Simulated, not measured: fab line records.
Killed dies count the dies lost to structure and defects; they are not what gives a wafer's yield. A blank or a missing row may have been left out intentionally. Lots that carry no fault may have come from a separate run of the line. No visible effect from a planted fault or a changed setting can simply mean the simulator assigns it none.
Matching of chambers | flow n5_finfet | 3 sister chambers for N5_BEOL_M15_DEP_53 on pecvd-04
The step deposits SiCN from 3MS/NH3, target thk 50 nm, time 17.8 s. 18 wafers are shown with their chamber, then 9 later ones without.

== EACH WAFER AND ITS CHAMBER ==
wafer  | chamber | throttle_valve_pct (%) | showerhead_plenum_p_Torr (Torr)
L074.1 | 0       | 18.8                   | 4.157
L074.3 | 2       | 16.8                   | 4.152
L074.6 | 0       | 19.0                   | 4.163
L075.1 | 1       | 17.8                   | 4.152
L075.3 | 2       | 16.5                   | 4.147
L075.4 | 0       | 18.9                   | 4.157
L076.1 | 2       | 16.8                   | 4.139
L076.3 | 0       | 19.1                   | 4.157
L076.6 | 0       | 19.3                   | 4.154
L077.1 | 0       | 19.2                   | 4.149
L077.3 | 0       | 18.9                   | 4.155
L077.6 | 0       | 19.4                   | 4.163
L081.1 | 0       | 19.0                   | 4.149
L081.4 | 1       | 17.8                   | 4.151
L081.5 | 2       | 16.7                   | 4.152
L087.2 | 2       | 17.0                   | 4.159
L087.3 | 2       | 16.6                   | 4.140
L087.5 | 2       | 16.7                   | 4.144

SIGNATURES (means of the wafers above)
reading                  | chamber 0 | chamber 1 | chamber 2 | scatter within a chamber
throttle_valve_pct       | 19.067    | 17.800    | 16.729    | 0.178
showerhead_plenum_p_Torr | 4.15600   | 4.15150   | 4.14757   | 0.00588
Rule: a wafer lies at a distance from a chamber equal to the root of the sum of squares, over the readings, of (its reading less the chamber's mean, divided by the reading's scatter). If the next closest chamber is less than 2 further off than the closest, the wafer can't be placed; otherwise it belongs to the closest. The scatter: take each reading less its chamber's mean, square it, sum over the shown wafers, divide by the number of wafers less the number of chambers, and take the root.

== WAFERS MISSING THEIR CHAMBER ==
wafer  | throttle_valve_pct (%) | showerhead_plenum_p_Torr (Torr)
L090.1 | 17.7                   | 4.151
L090.3 | 16.8                   | 4.152
L090.5 | 16.3                   | 4.150
L092.3 | 18.8                   | 4.156
L092.4 | 16.7                   | 4.152
L092.6 | 16.9                   | 4.151
L094.1 | 16.6                   | 4.152
L094.5 | 19.0                   | 4.158
L094.6 | 17.0                   | 4.143

== CHAMBER TAKEN BY EACH ==
wafer  | from the rows above | in truth
L090.1 | 1                   | 1
L090.3 | 2                   | 2
L090.5 | 2                   | 2
L092.3 | 0                   | 0
L092.4 | 2                   | 2
L092.6 | 2                   | 2
L094.1 | 2                   | 2
L094.5 | 0                   | 0
L094.6 | 2                   | 2
Placed correctly: 9 of 9. From these rows, 0 cannot be placed. Placed wrongly: 0.
